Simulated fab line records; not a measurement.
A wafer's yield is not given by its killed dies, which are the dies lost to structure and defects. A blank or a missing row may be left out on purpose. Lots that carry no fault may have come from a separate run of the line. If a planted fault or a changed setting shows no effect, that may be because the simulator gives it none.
Matching of chambers	flow nand_harc	4 sister chambers for NHARC_A_WL_FILL_ALD_02 on ald_metal-01
The step deposits TiN, target thk 2 nm, pulse time 3 s, ald cycles 100. 14 wafers are shown with their chamber, then 7 later ones without.

## WAFERS PAIRED WITH THEIR CHAMBERS
wafer	chamber	heater_power_w (W)	precursor_pulse_height_rel
L075.3	1	1165	1.019
L075.4	2	1291	0.972
L075.6	3	1138	0.949
L076.3	0	1001	0.990
L076.4	1	1171	1.038
L076.6	3	1115	0.999
L082.1	2	1264	0.994
L082.4	3	1157	1.010
L082.6	3	1134	0.965
L083.1	3	1131	1.031
L083.5	1	1130	1.022
L083.6	2	1293	1.001
L088.1	3	1145	0.995
L088.2	2	1298	0.979

SIGNATURES, as means of the wafers listed above
reading	chamber 0	chamber 1	chamber 2	chamber 3	scatter within a chamber
heater_power_w	1001.00	1155.33	1286.50	1136.67	16.4
precursor_pulse_height_rel	0.99000	1.02633	0.98650	0.99150	0.0228
Rule: a wafer lies at a distance from a chamber equal to the root of the sum of squares, over the readings, of (its reading less the chamber's mean, divided by the reading's scatter). The wafer belongs to the nearest chamber; if the next one is less than 2 further off, it can't be placed. The scatter is the square root of a quotient: the sum, over the shown wafers, of each reading's squared deviation from its chamber's mean, divided by wafers minus chambers.

## WAFERS WITH NO CHAMBER GIVEN
wafer	heater_power_w (W)	precursor_pulse_height_rel
L088.5	931	0.981
L089.4	1124	0.989
L089.5	1261	0.997
L089.6	1151	1.015
L091.1	1172	0.977
L091.4	948	0.989
L091.5	1175	1.024

## EACH ONE'S CHAMBER
wafer	from the rows above	in truth
L088.5	0	0
L089.4	can't be placed: 3 or 1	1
L089.5	2	2
L089.6	can't be placed: 1 or 3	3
L091.1	can't be placed: 3 or 1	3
L091.4	0	0
L091.5	can't be placed: 1 or 3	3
Placed correctly: 3 of 7. Not placeable from these rows: 4 (in 4, the candidates include the true chamber). Number placed wrongly: 0.
